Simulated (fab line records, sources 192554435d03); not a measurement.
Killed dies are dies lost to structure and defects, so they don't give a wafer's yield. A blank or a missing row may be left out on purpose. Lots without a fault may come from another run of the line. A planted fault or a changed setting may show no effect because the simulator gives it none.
fab line records | flow n5_finfet
record lots=6 wafers=17 last_day=17
route steps=1938 shown BEOL_M1@836 BEOL_M2@841 BEOL_M4@1111
lots that met no fault: from a run of the same line without faults
start_h: hours from the record's first day to the start of the lot's first wafer shown | wait_h: hours since the lot's step before | " the same as in the row above | L1.1+2: a row that stands for several wafers | - no value, or no start given | * or withheld: withheld | < > ~ a bound
route shown NAME@n: a module of which the file shows steps, and the number in the route of the first | usual: mean/standard deviation of fault-free wafers | same: alike in all rows | chamber/n: place in a boat | sites: the reading at each site | _std_site: their standard deviation | _edge_site: outer sites' mean less inner sites' | radius_mm: how far each site lies from the wafer's centre | mask NAME#n: copy n | behind: the tool/chamber that last shaped the wafer | hold: why the lot was held/for how many hours/how that ended | device: the transistor (n, p or np) that didn't switch | end of line: the same wafers' tests at the end of the route | a step without rows: its recipe alone | killed: dies lost to structure and defects at the first sort, not the wafer's yield | map: a wafer's dies, x killed, . not, _ none there
set.NAME: the setting as run; set.NAME@STEP: as run at that earlier step | model.NAME: the simulator's own value behind a step, which no gauge read
lots at some steps of the route; a table a step, a row a wafer
services: from which hour (start_h, from the record's first day; less than 0 if before it) a tool's chamber was out of use, for how many hours, and why
## steps
# step N5_BEOL_M1_CO_CAP_55
# recipe material=Co target_thk_a=20 temp_c=200 precursor=CCTBA/H2 pressure_torr=30 time_s=102.1
# usual chamber_pressure_Torr=30.00/0.061 heater_power_w=244/24
# columns lot.wafer tool chamber start_h wait_h chamber_pressure_Torr heater_power_w
L595.1 cvd_co-02 0 169.48 0.0 29.88 254
L595.2 " 2 " " 30.02 230
L595.5 " 2 " " 30.09 233
L597.4 cvd_co-02 1 177.63 0.0 30.06 203
L597.5 " 0 " " 30.03 257
L597.6 " 2 " " 29.95 228
L602.3 cvd_co-01 1 221.80 0.1 29.97 263
L602.5 " 1 " " 29.95 262
L602.6 " 0 " " 29.93 265
L606.1 cvd_co-02 0 236.85 0.0 30.04 250
L606.3 " 2 " " 30.06 239
L606.5 " 1 " " 30.01 197
L608.4 cvd_co-01 1 248.86 0.1 30.05 263
L608.6 " 0 " " 29.91 266
L611.1 cvd_co-02 1 264.24 0.0 30.08 204
L611.3 " 0 " " 30.02 254
L611.5 " 0 " " 30.04 247
# step N5_BEOL_M1_PRE_CLEAN_56
# recipe gas=NH3 time_s=15 temp_c=withheld rf_power_w=300
# step N5_BEOL_M1_DEP_57
# recipe material=SiCN target_thk_a=80 temp_c=withheld precursor=3MS/NH3 pressure_torr=3 rf_w=202 time_s=14
# usual chamber_pressure_Torr=2.999/0.0067 showerhead_plenum_p_Torr=3.662/0.015 throttle_valve_pct=9.2/0.54
# columns lot.wafer tool chamber start_h wait_h chamber_pressure_Torr showerhead_plenum_p_Torr throttle_valve_pct
L595.1 pecvd-03 1 169.60 0.0 2.992 3.658 9.2
L595.2 " 2 " " 2.985 3.693 8.5
L595.5 " 0 " " 2.989 3.656 9.7
L597.4 pecvd-01 0 177.73 0.0 2.994 3.663 8.7
L597.5 " 1 " " 3.003 3.677 9.0
L597.6 " 2 " " 3.005 3.645 9.2
L602.3 pecvd-03 2 221.93 0.0 2.993 3.690 8.4
L602.5 " 1 " " 2.996 3.649 9.1
L602.6 " 0 " " 3.004 3.654 9.9
L606.1 pecvd-01 1 236.97 0.0 3.012 3.678 9.1
L606.3 " 0 " " 2.987 3.674 8.6
L606.5 " 2 " " 2.997 3.663 8.8
L608.4 pecvd-03 1 249.00 0.0 3.009 3.652 9.3
L608.6 " 2 " " 3.001 3.675 9.0
L611.1 pecvd-03 2 264.37 0.0 3.001 3.683 8.8
L611.3 " 0 " " 2.997 3.651 10.3
L611.5 " 0 " " 2.999 3.645 10.3
# step N5_BEOL_M1_RS_MEAS_58
# recipe thk_meas_gauge=four-point-probe reads=Co_of_BEOL_M1_CO_CAP_55+Cu_of_BEOL_M1_ECD_50+Co_of_BEOL_M1_CVD_47+TaN_of_BEOL_M1_ALD_84
# usual M1_RS=0.66/0.037
# columns lot.wafer tool chamber start_h wait_h M1_RS[ohm/sq]
L595.1 film_metro-02 - 169.67 0.0 0.69
L595.2 " - " " 0.68
L595.5 " - " " 0.64
L597.4 film_metro-02 - 177.78 0.0 0.61
L597.5 " - " " 0.64
L597.6 " - " " 0.67
L602.3 film_metro-01 - 221.99 0.1 0.67
L602.5 " - " " 0.65
L602.6 " - " " 0.63
L606.1 film_metro-02 - 237.04 0.0 0.70
L606.3 " - " " 0.76
L606.5 " - " " 0.64
L608.4 film_metro-02 - 249.05 0.0 0.65
L608.6 " - " " 0.68
L611.1 film_metro-02 - 264.45 0.1 0.60
L611.3 " - " " 0.66
L611.5 " - " " 0.63
# step N5_BEOL_M1_INSPECT_59
# recipe inspect_instrument=darkfield mode=post_dep
# usual raw_defect_count=74/24
# columns lot.wafer tool chamber start_h wait_h raw_defect_count
L595.1 defect_inspect-02 - 169.69 0.0 35
L595.2 " - " " 72
L595.5 " - " " 41
L597.4 defect_inspect-01 - 177.81 0.0 111
L597.5 " - " " 98
L597.6 " - " " 146
L602.3 defect_inspect-01 - 222.02 0.0 39
L602.5 " - " " 42
L602.6 " - " " 77
L606.1 defect_inspect-02 - 237.06 0.0 78
L606.3 " - " " 61
L606.5 " - " " 82
L608.4 defect_inspect-01 - 249.07 0.0 70
L608.6 " - " " 82
L611.1 defect_inspect-01 - 264.48 0.0 53
L611.3 " - " " 61
L611.5 " - " " 54
# step N5_BEOL_M2_ILD_DEP_00
# recipe material=SiOC target_thk_a=790 temp_c=350 precursor=DEMS/O2 pressure_torr=5 rf_w=500 time_s=15.3
# step N5_BEOL_M2_THK_MEAS_01
# recipe reads=SiOC_of_BEOL_M2_ILD_DEP_00
# usual M2_ILD_THK=79.4/1.2
# columns lot.wafer tool chamber start_h wait_h M2_ILD_THK[nm]
L595.1 film_metro-01 - 169.80 0.0 78.3
L595.2 " - " " 78.9
L595.5 " - " " 79.8
L597.4 film_metro-02 - 177.91 0.0 81.1
L597.5 " - " " 80.3
L597.6 " - " " 80.7
L602.3 film_metro-01 - 222.14 0.1 80.9
L602.5 " - " " 80.4
L602.6 " - " " 80.6
L606.1 film_metro-02 - 237.17 0.0 77.3
L606.3 " - " " 76.7
L606.5 " - " " 78.0
L608.4 film_metro-02 - 249.18 0.0 82.9
L608.6 " - " " 80.1
L611.1 film_metro-01 - 264.60 0.1 78.4
L611.3 " - " " 81.1
L611.5 " - " " 80.3
# step N5_BEOL_M2_PECVD_72
# recipe material=SiO2 target_thk_a=160 temp_c=400 precursor=TEOS/O2 pressure_torr=5.5 rf_w=450 teos_flow_sccm=53.8 gas=O2 flow_sccm=3000 time_s=18
# usual chamber_pressure_Torr=5.500/0.012 heater_power_w=717/87 showerhead_plenum_p_Torr=8.76/0.063 throttle_valve_pct=22.8/1.3
# columns lot.wafer tool chamber start_h wait_h chamber_pressure_Torr heater_power_w showerhead_plenum_p_Torr throttle_valve_pct
L595.1 pecvd-03 1 169.83 0.0 5.507 651 8.70 22.4
L595.2 " 0 " " 5.501 702 8.71 24.9
L595.5 " 2 " " 5.490 732 8.89 21.5
L597.4 pecvd-03 1 177.97 0.1 5.481 617 8.71 22.4
L597.5 " 0 " " 5.501 787 8.70 24.7
L597.6 " 2 " " 5.504 795 8.91 21.4
L602.3 pecvd-04 0 222.18 0.0 5.508 827 8.70 24.0
L602.5 " 0 " " 5.517 824 8.70 24.3
L602.6 " 2 " " 5.497 781 8.73 21.3
L606.1 pecvd-02 1 237.21 0.0 5.507 690 8.81 23.6
L606.3 " 0 " " 5.501 785 8.81 21.0
L606.5 " 2 " " 5.497 562 8.69 21.7
L608.4 pecvd-04 0 249.23 0.1 5.498 820 8.72 24.4
L608.6 " 2 " " 5.491 680 8.70 21.4
L611.1 pecvd-02 1 264.64 0.0 5.522 633 8.82 23.4
L611.3 " 2 " " 5.498 655 8.69 21.6
L611.5 " 1 " " 5.519 643 8.80 23.4
# step N5_BEOL_M2_HM_DEP_02
# recipe material=TiN target_thk_a=200 temp_c=25 chamber_pressure_pa=0.49996
# usual substrate_temp_c=25.00/0.098 throttle_valve_pct=29.7/0.99
# columns lot.wafer tool chamber start_h wait_h substrate_temp_c throttle_valve_pct
L595.1 pvd_sputter-03 - 170.37 0.5 24.82 30.2
L595.2 " - " " 24.94 30.1
L595.5 " - " " 24.82 30.1
L597.4 pvd_sputter-01 - 178.36 0.4 24.92 31.6
L597.5 " - " " 24.97 29.8
L597.6 " - " " 24.88 30.6
L602.3 pvd_sputter-02 - 222.38 0.2 24.96 29.5
L602.5 " - " " 24.95 27.7
L602.6 " - " " 25.03 29.9
L606.1 pvd_sputter-02 - 239.07 1.8 25.01 30.9
L606.3 " - " " 25.06 27.7
L606.5 " - " " 25.09 29.9
L608.4 pvd_sputter-03 - 251.42 2.2 25.03 30.1
L608.6 " - " " 24.99 29.9
L611.1 pvd_sputter-01 - 265.03 0.4 25.17 29.8
L611.3 " - " " 25.04 31.6
L611.5 " - " " 25.15 29.9
# step N5_BEOL_M2_COAT_61
# recipe resist=SOC temp_c=250 time_s=60 spin_rpm=1500 resist_thk_nm=60
# step N5_BEOL_M2_COAT_62
# recipe resist=SiARC temp_c=220 time_s=60 spin_rpm=1500 resist_thk_nm=12
# step N5_BEOL_M2_COAT_73
# recipe resist=underlayer temp_c=205 time_s=60 spin_rpm=1500 resist_thk_nm=5
# step N5_BEOL_M2_COAT_05
# recipe resist=CAR-EUV spin_rpm=1500 resist_thk_nm=30
# usual spin_speed_rpm=1500.1/0.98
# columns lot.wafer tool chamber start_h wait_h spin_speed_rpm model.CAR-EUV_of_BEOL_M2_COAT_05.thk_nm
L595.1 litho_track-03 0 170.50 - 1545.7 29.6
L595.2 " 0 " " 1546.5 29.4
L595.5 " 0 " " 1547.7 29.6
L597.4 litho_track-03 0 178.49 - 1548.1 29.4
L597.5 " 0 " " 1549.3 29.4
L597.6 " 0 " " 1548.9 29.6
L602.3 litho_track-01 0 222.51 - 1499.2 30
L602.5 " 0 " " 1500.5 30
L602.6 " 0 " " 1499.1 29.8
L606.1 litho_track-01 0 239.20 - 1499.9 30.2
L606.3 " 0 " " 1499.1 30
L606.5 " 0 " " 1500.7 30
L608.4 litho_track-03 0 251.56 - 1500.7 30.2
L608.6 " 0 " " 1500.1 30
L611.1 litho_track-03 0 265.16 - 1500.4 29.8
L611.3 " 0 " " 1498.1 29.8
L611.5 " 0 " " 1498.6 30
# step N5_BEOL_M2_EBR_07
# recipe solvent=PGMEA ebr_width_mm=1.5
# step N5_BEOL_M2_SOFTBAKE_06
# recipe temp_c=110 time_s=60 resist=CAR-EUV
# step N5_BEOL_M2_EXPOSE_08
# recipe mask_id=M2 na=0.33 source_shape=dipole sigma_inner=0.369 sigma_outer=0.767 polarization=unpolarized dose_mj=41.25
# step N5_BEOL_M2_PEB_09
# recipe peb_temp_c=100 peb_time_s=60 resist=CAR-EUV
# step N5_BEOL_M2_DEVELOP_10
# recipe develop_time_s=30 developer=TMAH resist=CAR-EUV rinse_liquid=surfactant_rinse dry=air_spin dev_temp_c=23
# step N5_BEOL_M2_CD_MEAS_11
# recipe target_cd_nm=16.79 landing_energy_ev=500 detector=se_inlens polarity=opening
# usual cd_nm=16.81/0.25
# columns lot.wafer tool chamber start_h wait_h cd_nm
L595.1 cd_sem-01 0 170.89 - 16.80
L595.2 " 0 " " 17.00
L595.5 " 0 " " 17.09
L597.4 cd_sem-03 0 178.92 - 17.03
L597.5 " 0 " " 16.89
L597.6 " 0 " " 16.61
L602.3 cd_sem-03 0 222.90 - 16.87
L602.5 " 0 " " 16.83
L602.6 " 0 " " 16.65
L606.1 cd_sem-01 0 239.49 - 16.99
L606.3 " 0 " " 16.87
L606.5 " 0 " " 17.21
L608.4 cd_sem-01 0 251.95 - 16.61
L608.6 " 0 " " 16.81
L611.1 cd_sem-01 0 265.42 - 16.64
L611.3 " 0 " " 16.78
L611.5 " 0 " " 16.86
# step N5_BEOL_M2_OVL_MEAS_12
# recipe points_per_wafer=522
# usual M2_OVL=-0.1/0.73
# columns lot.wafer tool chamber start_h wait_h M2_OVL[nm]
L595.1 overlay-02 0 170.92 0.0 0.9
L595.2 " 0 " " 0.0
L595.5 " 0 " " 0.0
L597.4 overlay-02 0 178.96 0.0 0.3
L597.5 " 0 " " -0.1
L597.6 " 0 " " 0.2
L602.3 overlay-02 0 222.94 0.0 0.8
L602.5 " 0 " " 0.5
L602.6 " 0 " " 2.2
L606.1 overlay-02 0 239.52 0.0 -0.8
L606.3 " 0 " " 0.0
L606.5 " 0 " " 0.3
L608.4 overlay-01 0 251.99 0.0 0.9
L608.6 " 0 " " 0.8
L611.1 overlay-01 0 265.45 0.0 -0.9
L611.3 " 0 " " -0.5
L611.5 " 0 " " -0.2
# step N5_BEOL_M2_INSPECT_13
# recipe mode=adi inspect_instrument=brightfield
# usual raw_defect_count=420/100
# columns lot.wafer tool chamber start_h wait_h raw_defect_count
L595.1 defect_inspect-01 - 170.98 0.1 216
L595.2 " - " " 339
L595.5 " - " " 280
L597.4 defect_inspect-02 - 179.01 0.0 551
L597.5 " - " " 475
L597.6 " - " " 506
L602.3 defect_inspect-02 - 222.99 0.0 440
L602.5 " - " " 391
L602.6 " - " " 493
L606.1 defect_inspect-02 - 239.58 0.1 488
L606.3 " - " " 438
L606.5 " - " " 404
L608.4 defect_inspect-01 - 252.03 0.0 380
L608.6 " - " " 441
L611.1 defect_inspect-01 - 265.51 0.1 523
L611.3 " - " " 477
L611.5 " - " " 378
# step N5_BEOL_M2_DESCUM_16
# recipe chemistry=O2 time_s=7 source_power_w=50 bias_power_w=20 pressure_mtorr=20 rf_frequency_hz=2.712e+07 temp_c=40 resist=CAR-EUV o2_flow_sccm=225
# usual bias_power_w=20.00/0.059 drypump_motor_current_A=5.5/0.37 oes_product_au=0.79/0.092 rf_vpp_V=243.0/1.5 showerhead_plenum_p_Torr=2.08/0.086 throttle_valve_pct=20.39/0.29
# columns lot.wafer tool chamber start_h wait_h bias_power_w drypump_motor_current_A oes_product_au rf_hours_counter_h rf_vpp_V showerhead_plenum_p_Torr throttle_valve_pct model.CAR-EUV_of_BEOL_M2_COAT_05.thk_nm
L595.1 rie_diel-01 3 171.20 0.2 19.90 5.9 0.71 201 245.5 2.19 20.73 25.6
L595.2 " 1 " " 19.97 5.2 0.78 148 244.4 2.07 20.40 25.6
L595.5 " 0 " " 20.05 6.0 0.93 - 241.7 2.02 20.00 25.8
L597.4 rie_diel-01 0 179.04 0.0 20.07 6.0 0.92 37 242.9 2.02 20.02 25.6
L597.5 " 0 " " 20.07 6.0 0.92 - 241.8 2.02 20.02 25.6
L597.6 " 1 " " 19.96 5.2 0.76 - 242.4 2.07 20.41 25.6
L602.3 rie_diel-05 2 223.02 0.0 20.02 5.7 0.76 158 240.7 1.93 20.95 26
L602.5 " 2 " " 19.91 5.7 0.76 - 240.5 1.93 20.96 26
L602.6 " 3 " " 19.99 5.0 0.70 - 243.6 2.15 20.48 25.8
L606.1 rie_diel-01 3 239.71 0.1 20.00 5.9 0.69 220 244.9 2.18 20.76 26.2
L606.3 " 1 " " 20.01 5.2 0.75 176 242.4 2.06 20.44 26.2
L606.5 " 0 " " 19.97 6.0 0.89 - 241.0 2.01 20.04 26.2
L608.4 rie_diel-04 1 252.07 0.0 20.03 5.6 0.96 17 245.3 2.20 20.07 26.2
L608.6 " 3 " " 19.99 5.1 0.86 - 243.4 2.14 19.92 26
L611.1 rie_diel-05 0 265.54 0.0 19.97 4.9 0.69 222 241.8 1.95 20.41 26
L611.3 " 2 " " 19.95 5.7 0.75 174 240.9 1.93 20.98 25.8
L611.5 " 3 " " 19.93 5.0 0.69 - 244.9 2.14 20.52 26
# step N5_BEOL_M2_ETCH_74
# recipe chemistry=N2/H2 target=underlayer target_depth_a=65 mask_material=CAR-EUV time_s=5.2 ion_energy_ev=200 pressure_mtorr=30 source_w=840 bias_w=150 n2_flow_sccm=200 h2_flow_sccm=200 ends=cleared
# usual drypump_motor_current_A=5.5/0.38 etch_rf_on_time_s=5.26/0.18 oes_product_au=0.67/0.078 rf_vpp_V=523/3 showerhead_plenum_p_Torr=2.53/0.094 throttle_valve_pct=17.83/0.27
# columns lot.wafer tool chamber start_h wait_h drypump_motor_current_A etch_rf_on_time_s oes_product_au rf_hours_counter_h rf_vpp_V showerhead_plenum_p_Torr throttle_valve_pct
L595.1 rie_diel-01 3 171.24 0.0 5.9 5.25 0.61 201 524 2.63 17.99
L595.2 " 1 " " 5.2 5.33 0.63 148 525 2.54 17.91
L595.5 " 0 " " 6.1 5.30 0.76 - 523 2.47 17.52
L597.4 rie_diel-01 0 179.07 0.0 6.0 5.30 0.76 37 521 2.47 17.53
L597.5 " 0 " " 6.0 5.29 0.77 - 522 2.47 17.56
L597.6 " 1 " " 5.2 5.38 0.63 - 522 2.54 17.90
L602.3 rie_diel-05 2 223.05 0.0 5.7 5.15 0.66 158 518 2.35 18.36
L602.5 " 2 " " 5.7 5.14 0.66 - 518 2.35 18.37
L602.6 " 3 " " 5.0 4.97 0.59 - 526 2.60 17.80
L606.1 rie_diel-01 3 239.75 0.0 5.9 5.30 0.60 220 526 2.63 18.02
L606.3 " 1 " " 5.2 5.39 0.62 176 524 2.53 17.94
L606.5 " 0 " " 6.0 5.32 0.73 - 523 2.46 17.59
L608.4 rie_diel-04 1 252.10 0.0 5.6 5.26 0.80 17 528 2.72 17.77
L608.6 " 3 " " 5.1 4.96 0.76 - 527 2.61 17.43
L611.1 rie_diel-05 0 265.58 0.0 4.9 5.22 0.59 222 522 2.43 18.15
L611.3 " 2 " " 5.7 5.14 0.65 174 516 2.34 18.44
L611.5 " 3 " " 5.0 5.03 0.59 - 525 2.59 17.80
# step N5_BEOL_M4_RC_MEAS_101
# usual DIBL_N=36.1/2 DIBL_P=36.3/2.4 IOFF_N=0.15/0.035 IOFF_P=0.21/0.039 ION_N=672/15 ION_P=463/9.7 SS_N=71.5/0.7 SS_P=73.2/0.75 VT_N=251/3.6 VT_P=-250/3.8
# columns lot.wafer tool chamber start_h wait_h DIBL_N[mV/V] DIBL_P[mV/V] IOFF_N[nA/um] IOFF_P[nA/um] ION_N[uA/um] ION_P[uA/um] SS_N[mV/dec] SS_P[mV/dec] VT_N[mV] VT_P[mV]
L595.1 prober-02 0 206.40 0.0 36.7 37.1 0.15 0.19 663 453 71.9 73.7 251 -254
L595.2 " 0 " " 37.2 37.9 0.16 0.20 680 461 71.2 74.1 251 -251
L595.5 " 0 " " 35.5 34.0 0.12 0.15 641 444 70.8 72.2 257 -255
L597.4 prober-02 0 215.01 0.7 37.8 37.5 0.16 0.19 674 456 72.5 73.3 252 -255
L597.5 " 0 " " 34.7 34.8 0.11 0.16 654 455 71.4 73.0 255 -255
L597.6 " 0 " " 37.2 37.5 0.16 0.19 692 467 71.8 73.2 250 -254
L602.3 prober-01 0 252.73 0.3 37.6 38.2 0.20 0.26 683 467 71.0 74.0 246 -246
L602.5 " 0 " " 35.7 35.8 0.15 0.22 678 473 70.3 73.6 251 -250
L602.6 " 0 " " 34.6 34.8 0.14 0.20 672 464 69.9 73.4 250 -248
L606.1 prober-02 0 279.18 0.0 32.7 31.9 0.09 0.16 658 466 70.7 71.7 255 -251
L606.3 " 0 " " 36.9 36.4 0.15 0.22 658 455 71.9 72.9 254 -249
L606.5 " 0 " " 36.4 36.5 0.15 0.23 686 476 71.2 73.0 251 -248
L608.4 prober-01 0 285.06 0.5 36.6 36.7 0.15 0.19 659 452 71.8 73.6 252 -252
L608.6 " 0 " " 40.2 41.1 0.23 0.25 691 461 72.5 75.3 251 -251
L611.1 prober-01 0 310.95 0.0 39.8 40.2 0.20 0.29 699 476 72.3 73.3 248 -243
L611.3 " 0 " " 38.9 37.7 0.18 0.23 682 461 72.0 73.3 248 -250
L611.5 " 0 " " 35.8 34.4 0.12 0.18 650 457 71.3 73.0 254 -248
## services
# columns tool chamber start_h hours kind
rie_diel-05 0 148.21 4.6 repair
cvd_co-01 2 149.45 242.0 repair
pecvd-02 - 153.19 2.8 pm
cvd_co-01 - 153.22 14.6 pm
cvd_co-02 0 170.03 4.6 repair
pecvd-02 0 174.57 9.4 repair
cvd_co-01 - 176.37 1.5 repair
pecvd-04 0 180.42 6.5 repair
cvd_co-01 - 187.30 0.4 repair
rie_diel-01 3 195.47 16.5 repair
pecvd-02 - 195.94 0.3 repair
rie_diel-04 0 199.60 4.3 repair
cvd_co-02 - 201.09 1.2 repair
pecvd-02 2 202.40 - clean
pecvd-02 2 202.40 - consumable_replace:showerhead
pecvd-02 2 202.40 29.0 scheduled_down
pecvd-02 2 202.40 29.0 vent_cycle
pecvd-01 - 203.80 6.0 pm
pecvd-04 - 204.84 5.5 pm
cvd_co-02 2 210.82 15.3 repair
pecvd-03 - 224.03 1.4 repair
rie_diel-05 0 245.48 11.8 repair
rie_diel-01 - 259.93 15.6 pm
pecvd-03 1 263.80 5.5 scheduled_down
## key
first_sign step=N5_BEOL_M2_COAT_05 reading=spin_speed_rpm direction=up sigmas=49 usual=* struck=*
effect none on later readings
model_effect step=N5_BEOL_M2_COAT_05 value=CAR-EUV_of_BEOL_M2_COAT_05.thk_nm without=29.97 struck=29.5
model_effect step=N5_BEOL_M2_DESCUM_16 value=CAR-EUV_of_BEOL_M2_COAT_05.thk_nm without=26.13 struck=25.63
met_at N5_BEOL_M2_COAT_05
struck_wafers L595.1,L595.2,L595.5,L597.4,L597.5,L597.6
baseline_loss step=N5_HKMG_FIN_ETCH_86 wafers=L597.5
fault kind=process_parameter_drift tool=litho_track-03 chamber=- onset_h=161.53 steps=N5_BEOL_M2_COAT_05 channel=spin_rpm offset=* shape=step end_h=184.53 acts_in=* stated=*
# baseline_loss: these wafers lose ten dies or more at that step, a loss of the line's own and not of a fault; the sort's usual values leave them out
